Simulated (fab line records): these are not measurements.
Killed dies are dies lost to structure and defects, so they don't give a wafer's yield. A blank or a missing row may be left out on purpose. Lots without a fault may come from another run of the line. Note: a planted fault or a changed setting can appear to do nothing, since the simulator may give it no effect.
A struck lot beside a sound one    flow n5Finfet    14 out of 1938 route steps
Sound: wafers L215.1, L215.2, L215.3. Struck: wafers L229.4, L229.5, L229.6. At the end, the cause is stated.
Per side, at each step with rows, come the tool, then ch with its chambers, and then its first start. Under that, the readings that differ: sound wafers    struck wafers    difference of the means    sigmas: that difference in standard deviations of wafers without a fault.
alike: readings whose means differ by less than 2 such deviations, and words and numbers that are the same on both sides. not compared: withheld readings, readings that some wafer has no value for, bounds like >300 that may hide the same value, and numbers for which the record gives no deviation and whose values overlap.
A row with sigmas, a row that says differs or no value, or rows on one side alone: a step with any of these is where the two part. Non-overlapping numbers with no deviation appear without sigmas and do not part them. A reading that every wafer of one side lacks parts them only if that side has two wafers or more.

N5_BEOL_M4_ILD_DEP_00: deposits SiOC from DEMS/O2, target thk 79 nm, time 15.3 s.
  sound on pecvd-04 ch 0,1,2, day 7 15:20; struck on pecvd-01 ch 0,1,2, day 10 22:13
  alike: heaterPowerW, showerheadPlenumPTorr, throttleValvePct
N5_BEOL_M4_THK_MEAS_01:
  sound on filmMetro-02, day 7 15:24; struck on filmMetro-01, day 10 22:16
  alike: M4_ILD_THK
N5_BEOL_M4_PECVD_72: deposits SiO2 from TEOS/O2, target thk 16 nm, time 18 s.
  sound on pecvd-03 ch 0,1,2, day 7 15:26; struck on pecvd-04 ch 0,1,2, day 10 22:19
  alike: heaterPowerW, showerheadPlenumPTorr, throttleValvePct
N5_BEOL_M4_HM_DEP_02: deposits TiN, target thk 20 nm.
  sound on pvdSputter-02, day 7 15:29; struck on pvdSputter-02, day 10 23:10
  alike: throttleValvePct
then, 8 steps without rows for these wafers: N5_BEOL_M4_COAT_61 (time 60 s, resist thk 60 nm); N5_BEOL_M4_COAT_62 (time 60 s, resist thk 12 nm); N5_BEOL_M4_COAT_73 (time 60 s, resist thk 5 nm); N5_BEOL_M4_COAT_05 (resist thk 30 nm); N5_BEOL_M4_EBR_07; N5_BEOL_M4_SOFTBAKE_06 (time 60 s); N5_BEOL_M4_EXPOSE_08 (exposes mask M4); N5_BEOL_M4_PEB_09 (peb time 60 s).
N5_BEOL_M4_DEVELOP_10: develop time 30 s.
  sound on lithoTrack-02 ch 0, day 7 15:50; struck on lithoTrack-02, day 10 23:37
  no value came back on the struck wafers for chillPlateTempC (C), developTimeS (s), developerTempC (C), exhaustPa (Pa); on the sound wafers chillPlateTempC (C) reads 23.12 23.01 23.09
reading                                      sound           struck      difference  sigmas
model.CAR-EUV_of_BEOL_M4_COAT_05.thkNm (nm)  29.4 29.4 29.6  30 30 30.2  +1          
N5_BEOL_M4_CD_MEAS_11: the cd target is 16.79 nm.
  sound on cdSem-01 ch 0, day 7 15:53; struck on cdSem-02 ch 0, day 10 23:41
reading    sound              struck  difference                     sigmas
cdNm (nm)  16.63 16.69 16.50  - - -   no value on the struck wafers  

== WHERE THEY PART ==
At N5_BEOL_M4_DEVELOP_10 first; at N5_BEOL_M4_CD_MEAS_11 last (within this record only).

WHY: the cause the simulator had injected
At N5_BEOL_M4_DEVELOP_10, the step was skipped entirely on lithoTrack-02 from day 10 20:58 on. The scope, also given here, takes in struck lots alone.
